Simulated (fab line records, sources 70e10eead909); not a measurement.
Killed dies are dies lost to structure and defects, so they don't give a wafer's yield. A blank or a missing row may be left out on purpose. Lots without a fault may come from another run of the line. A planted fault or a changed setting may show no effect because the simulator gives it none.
A struck lot beside a sound one | flow nand_harc | 15 steps out of a route of 1302
Sound: wafers L480.1, L480.3, L480.5. Struck: wafer L484.5. (L484.6 of the same lot was not struck and is left out.) The cause comes at the end.
At each step with rows: each side's tool, then ch and its chambers, then its first start. Under that, the readings that differ: sound wafers | struck wafers | difference of the means | sigmas: that difference in standard deviations of wafers without a fault.
alike: readings whose means differ by less than 2 such deviations, and words and numbers that are the same on both sides. not compared: withheld readings, readings that some wafer has no value for, bounds like >300 that may hide the same value, and numbers for which the record gives no deviation and whose values overlap.
The two part at a step that has a row with sigmas, a row that says differs or no value, or rows on one side only. Numbers that don't overlap but have no deviation are shown without sigmas and don't part them. A reading that every wafer of one side lacks parts them only if that side has two wafers or more.

NHARC_A_SLIT_DEP_23: deposits SiON, target thk 100 nm.
  sound on pecvd-03 ch 0,2, day 20 13:50; struck on pecvd-03 ch 1, day 23 15:16
  alike: chamber_pressure_Torr, heater_power_w
then, 8 steps without rows for these wafers: NHARC_A_SLIT_DEHYDRATE_01 (time 120 s); NHARC_A_SLIT_HMDS_02 (time 30 s); NHARC_A_SLIT_COAT_03 (resist thk 90 nm); NHARC_A_SLIT_SOFTBAKE_04 (time 55 s); NHARC_A_SLIT_EBR_05; NHARC_A_SLIT_EXPOSE_06 (exposes mask SLIT); NHARC_A_SLIT_PEB_07 (peb time 65 s); NHARC_A_SLIT_DEVELOP_08 (develop time 35 s).
NHARC_A_SLIT_CD_MEAS_09: target cd 300 nm.
  sound on cd_sem-02 ch 0, day 20 14:31; struck on cd_sem-02 ch 0, day 23 15:46
  alike: cd_nm
NHARC_A_SLIT_OVL_MEAS_10:
  sound on overlay-02, day 20 14:36; struck on overlay-02, day 23 15:50
  alike: overlay_x_nm, overlay_y_nm
NHARC_A_SLIT_INSPECT_11:
  sound on defect_inspect-01, day 20 14:38; struck on defect_inspect-02, day 23 15:52
  alike: raw_defect_count
NHARC_A_SLIT_DESCUM_14: chemistry O2, time 3 s.
  sound on rie_diel-12 ch 1,2,3, day 20 14:42; struck on rie_diel-05 ch 3, day 23 15:58
  reading          | sound          | struck | difference | sigmas
  run_length_s (s) | 24.0 23.9 23.4 | 25.3   | +1.5       | +5
  alike: chamber_pressure_mTorr, drypump_motor_current_A, oes_product_au, rf_vpp_V, showerhead_plenum_p_Torr, throttle_valve_pct
  not compared: rf_hours_counter_h
NHARC_A_SLIT_ETCH_24: etches the open film in CF4/CHF3, target depth 121 nm, time 60.5 s.
  sound on rie_diel-12 ch 1,3, day 20 14:48; struck on rie_diel-05 ch 1, day 23 16:02
  alike: cf4_flow_sccm, chamber_pressure_mTorr, drypump_motor_current_A, oes_product_au, rf_vpp_V, showerhead_plenum_p_Torr, throttle_valve_pct
  not compared: rf_hours_counter_h
-- the record jumps here: 5 days lie between the struck wafers' starts before and after (it left off in module A_SLIT and takes up again in module END, whose first step shown is number 1302 of the route) --
NHARC_END_SORT_01:
  sound on prober-02 ch 0, day 25 01:53; struck on prober-01 ch 0, day 28 11:54
  reading         | sound  | struck | difference | sigmas
  killed_at_other | 0 0 0  | 4      | +4         | +4
  killed_open     | 2 10 4 | 0      | -5         | -3
  alike: killed_at_array, killed_at_periphery, killed_dies, killed_short

WHERE THEY PART
First at NHARC_A_SLIT_DESCUM_14; last, within this record, at NHARC_END_SORT_01.

WHY: what the simulator had put in
Process parameter drift: rie_diel-05, from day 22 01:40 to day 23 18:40, at NHARC_A_SLIT_DESCUM_14. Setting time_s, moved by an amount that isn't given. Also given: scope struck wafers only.
